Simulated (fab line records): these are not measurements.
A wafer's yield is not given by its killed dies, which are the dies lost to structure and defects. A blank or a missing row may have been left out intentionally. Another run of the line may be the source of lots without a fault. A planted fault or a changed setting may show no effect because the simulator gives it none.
What tool caused it? / flow n5-finfet / 29 wafers from 11 lots sampled at 3 of the route's 1938 steps

WHAT THE GAUGES SHOWED, per wafer
N5_BEOL_M4_RC_MEAS_101. Usual: DIBL_N 37.5 mV/V, standard deviation 1.9; DIBL_P 37.3 mV/V, standard deviation 2.4; IOFF_N 0.18 nA/um, standard deviation 0.038; IOFF_P 0.23 nA/um, standard deviation 0.045; ION_N 677 uA/um, standard deviation 11; ION_P 464 uA/um, standard deviation 8.1; SS_N 72.0 mV/dec, standard deviation 0.68; SS_P 73.5 mV/dec, standard deviation 0.77; VT_N 249 mV, standard deviation 3.3; VT_P -249 mV, standard deviation 3.6.
lot=L567; measured=day 8 00:23; on=prober-02; DIBL_N (mV/V)=38.1 40.4 37.6; DIBL_P (mV/V)=37.5 40.1 36.8; IOFF_N (nA/um)=0.18 0.23 0.17; IOFF_P (nA/um)=0.20 0.24 0.19; ION_N (uA/um)=672 687 665; ION_P (uA/um)=449 465 451; SS_N (mV/dec)=72.3 73.4 71.6; SS_P (mV/dec)=73.7 73.7 73.8; VT_N (mV)=250 248 252; VT_P (mV)=-251 -249 -254; flag=
lot=L568; measured=day 7 19:20; on=prober-01; DIBL_N (mV/V)=38.4 36.5 39.9; DIBL_P (mV/V)=37.3 36.1 39.5; IOFF_N (nA/um)=0.22 0.17 0.24; IOFF_P (nA/um)=0.24 0.21 0.27; ION_N (uA/um)=688 667 679; ION_P (uA/um)=468 460 461; SS_N (mV/dec)=72.3 71.8 72.8; SS_P (mV/dec)=74.0 73.1 74.7; VT_N (mV)=242 248 245; VT_P (mV)=-247 -253 -247; flag=
lot=L569; measured=day 8 15:20; on=prober-01; DIBL_N (mV/V)=34.8 39.1 35.7; DIBL_P (mV/V)=37.3 44.5 37.7; IOFF_N (nA/um)=0.18 0.26 0.18; IOFF_P (nA/um)=0.20 0.34 0.20; ION_N (uA/um)=683 693 677; ION_P (uA/um)=465 472 460; SS_N (mV/dec)=72.7 73.3 72.2; SS_P (mV/dec)=72.9 74.0 72.6; VT_N (mV)=249 244 251; VT_P (mV)=-252 -242 -251; flag=
lot=L571; measured=day 8 20:15; on=prober-02; DIBL_N (mV/V)=35.6 39.6 39.7; DIBL_P (mV/V)=35.8 39.9 39.8; IOFF_N (nA/um)=0.12 0.19 0.20; IOFF_P (nA/um)=0.18 0.25 0.24; ION_N (uA/um)=663 674 679; ION_P (uA/um)=458 467 464; SS_N (mV/dec)=71.6 72.5 72.7; SS_P (mV/dec)=72.7 74.1 74.1; VT_N (mV)=257 251 249; VT_P (mV)=-254 -246 -252; flag=
lot=L572; measured=day 9 04:13; on=prober-01; DIBL_N (mV/V)=38.2 36.4; DIBL_P (mV/V)=37.2 35.1; IOFF_N (nA/um)=0.18 0.15; IOFF_P (nA/um)=0.25 0.22; ION_N (uA/um)=685 673; ION_P (uA/um)=471 469; SS_N (mV/dec)=71.5 71.0; SS_P (mV/dec)=73.8 72.5; VT_N (mV)=247 248; VT_P (mV)=-247 -250; flag=
lot=L573; measured=day 9 01:01; on=prober-01; DIBL_N (mV/V)=39.0 34.3; DIBL_P (mV/V)=39.5 33.8; IOFF_N (nA/um)=0.21 0.13; IOFF_P (nA/um)=0.20 0.14; ION_N (uA/um)=683 658; ION_P (uA/um)=456 449; SS_N (mV/dec)=72.3 70.8; SS_P (mV/dec)=73.6 71.8; VT_N (mV)=246 251; VT_P (mV)=-256 -256; flag=
lot=L575; measured=day 10 03:54; on=prober-01; DIBL_N (mV/V)=39.1 37.8 36.3; DIBL_P (mV/V)=39.1 36.6 35.3; IOFF_N (nA/um)=0.18 0.16 0.14; IOFF_P (nA/um)=0.25 0.22 0.19; ION_N (uA/um)=665 665 666; ION_P (uA/um)=463 460 456; SS_N (mV/dec)=73.1 72.4 71.7; SS_P (mV/dec)=74.1 73.1 72.8; VT_N (mV)=252 255 255; VT_P (mV)=-249 -247 -252; flag=
lot=L576; measured=day 10 06:16; on=prober-02; DIBL_N (mV/V)=37.2 37.7 37.5; DIBL_P (mV/V)=37.5 37.4 37.3; IOFF_N (nA/um)=0.18 0.19 0.17; IOFF_P (nA/um)=0.25 0.24 0.23; ION_N (uA/um)=673 674 669; ION_P (uA/um)=469 467 461; SS_N (mV/dec)=71.4 72.3 71.2; SS_P (mV/dec)=73.7 74.2 74.2; VT_N (mV)=250 252 249; VT_P (mV)=-247 -247 -249; flag=
lot=L581; measured=day 12 05:23; on=prober-02; DIBL_N (mV/V)=38.0; DIBL_P (mV/V)=39.5; IOFF_N (nA/um)=0.21; IOFF_P (nA/um)=0.23; ION_N (uA/um)=692; ION_P (uA/um)=464; SS_N (mV/dec)=72.0; SS_P (mV/dec)=74.0; VT_N (mV)=244; VT_P (mV)=-251; flag=
lot=L583; measured=day 12 09:42; on=prober-01; DIBL_N (mV/V)=38.6; DIBL_P (mV/V)=38.3; IOFF_N (nA/um)=0.18; IOFF_P (nA/um)=0.26; ION_N (uA/um)=678; ION_P (uA/um)=468; SS_N (mV/dec)=72.4; SS_P (mV/dec)=74.2; VT_N (mV)=246; VT_P (mV)=-246; flag=
lot=L585; measured=day 13 02:58; on=prober-02; DIBL_N (mV/V)=40.4 39.7; DIBL_P (mV/V)=40.5 38.5; IOFF_N (nA/um)=0.23 0.23; IOFF_P (nA/um)=0.27 0.24; ION_N (uA/um)=687 690; ION_P (uA/um)=463 463; SS_N (mV/dec)=72.3 72.9; SS_P (mV/dec)=74.8 74.0; VT_N (mV)=244 244; VT_P (mV)=-250 -246; flag=

N5_PASSIVATION_INSPECT_64: inspects for defects (macro). Usual: raw-defect-count reads 2.0 (standard deviation 1.4).
lot=L567; measured=day 12 10:41; on=defect-inspect-01; raw-defect-count=2 3 0; flag=
lot=L568; measured=day 12 04:28; on=defect-inspect-02; raw-defect-count=5 1 4; flag=
lot=L569; measured=day 12 10:20; on=defect-inspect-02; raw-defect-count=1 3 0; flag=
lot=L571; measured=day 12 21:15; on=defect-inspect-01; raw-defect-count=2 4 4; flag=
lot=L572; measured=day 13 00:00; on=defect-inspect-01; raw-defect-count=1 1; flag=
lot=L573; measured=day 12 22:12; on=defect-inspect-01; raw-defect-count=2 0; flag=
lot=L575; measured=day 14 07:19; on=defect-inspect-01; raw-defect-count=3 3 4; flag=
lot=L576; measured=day 13 17:32; on=defect-inspect-02; raw-defect-count=2 0 2; flag=
lot=L581; measured=day 15 23:22; on=defect-inspect-02; raw-defect-count=0; flag=
lot=L583; measured=day 16 13:47; on=defect-inspect-01; raw-defect-count=2; flag=
lot=L585; measured=day 17 05:52; on=defect-inspect-02; raw-defect-count=5 2; flag=

WHAT TOOL EACH LOT RAN ON (gives the tool, then ch and the chambers of the sampled wafers, and finally the start)
lot=L567; N5_BEOL_M0_SAQP_PECVD_00=pecvd-03 ch 0,2, day 5 11:27
lot=L568; N5_BEOL_M0_SAQP_PECVD_00=pecvd-01 ch 0,1,2, day 5 14:26
lot=L569; N5_BEOL_M0_SAQP_PECVD_00=pecvd-01 ch 0,1,2, day 5 17:28
lot=L571; N5_BEOL_M0_SAQP_PECVD_00=pecvd-04 ch 1,2, day 6 07:38
lot=L572; N5_BEOL_M0_SAQP_PECVD_00=pecvd-01 ch 1,2, day 6 11:01
lot=L573; N5_BEOL_M0_SAQP_PECVD_00=pecvd-01 ch 0, day 6 18:54
lot=L575; N5_BEOL_M0_SAQP_PECVD_00=pecvd-01 ch 0,2, day 7 09:37
lot=L576; N5_BEOL_M0_SAQP_PECVD_00=pecvd-01 ch 0,1, day 7 18:41
lot=L581; N5_BEOL_M0_SAQP_PECVD_00=pecvd-01 ch 0,1, day 9 02:41
lot=L583; N5_BEOL_M0_SAQP_PECVD_00=pecvd-01 ch 0, day 9 10:05
lot=L585; N5_BEOL_M0_SAQP_PECVD_00=pecvd-01 ch 0,1, day 9 21:11
- N5_BEOL_M0_SAQP_PECVD_00: deposits SiCN from 3MS/NH3, target thk 8 nm, time 14 s.

WHAT THE TOOLS THEMSELVES READ (means of the sampled wafers that have a number; where no wafer has one, the mark that the record gives instead)
N5_BEOL_M0_SAQP_PECVD_00. Usual: showerhead-plenum-p-Torr 3.659 Torr, standard deviation 0.01; throttle-valve-pct 8.9 %, standard deviation 0.33.
lot=L567; tool=pecvd-03; showerhead-plenum-p-Torr (Torr)=3.675; throttle-valve-pct (%)=8.5; flag=
lot=L568; tool=pecvd-01; showerhead-plenum-p-Torr (Torr)=3.656; throttle-valve-pct (%)=8.7; flag=
lot=L569; tool=pecvd-01; showerhead-plenum-p-Torr (Torr)=3.655; throttle-valve-pct (%)=8.8; flag=
lot=L571; tool=pecvd-04; showerhead-plenum-p-Torr (Torr)=3.652; throttle-valve-pct (%)=9.2; flag=
lot=L572; tool=pecvd-01; showerhead-plenum-p-Torr (Torr)=3.659; throttle-valve-pct (%)=8.7; flag=
lot=L573; tool=pecvd-01; showerhead-plenum-p-Torr (Torr)=3.659; throttle-valve-pct (%)=8.9; flag=
lot=L575; tool=pecvd-01; showerhead-plenum-p-Torr (Torr)=3.659; throttle-valve-pct (%)=8.8; flag=
lot=L576; tool=pecvd-01; showerhead-plenum-p-Torr (Torr)=3.661; throttle-valve-pct (%)=8.8; flag=
lot=L581; tool=pecvd-01; showerhead-plenum-p-Torr (Torr)=3.662; throttle-valve-pct (%)=8.9; flag=
lot=L583; tool=pecvd-01; showerhead-plenum-p-Torr (Torr)=3.652; throttle-valve-pct (%)=9.1; flag=
lot=L585; tool=pecvd-01; showerhead-plenum-p-Torr (Torr)=3.668; throttle-valve-pct (%)=8.9; flag=

THE ANSWER, worked out from the rows above alone
Rule: a lot is off if the mean of its wafers that have a number lies more than 3 standard deviations from the usual mean. Also off: a lot with no number at a reading for which 4 or more lots have one. Any other lot the step has rows for is counted as sound. Order of review: gauges by route order, followed by the tools' own readings, for which a lot's mean as printed above is used. At the first step where some lot is off, the reading lying furthest off is the one used; lots without a number count as furthest.
No lot is off at any reading shown: from this, nothing can be told.

WHAT THE SIMULATOR HAD INSERTED
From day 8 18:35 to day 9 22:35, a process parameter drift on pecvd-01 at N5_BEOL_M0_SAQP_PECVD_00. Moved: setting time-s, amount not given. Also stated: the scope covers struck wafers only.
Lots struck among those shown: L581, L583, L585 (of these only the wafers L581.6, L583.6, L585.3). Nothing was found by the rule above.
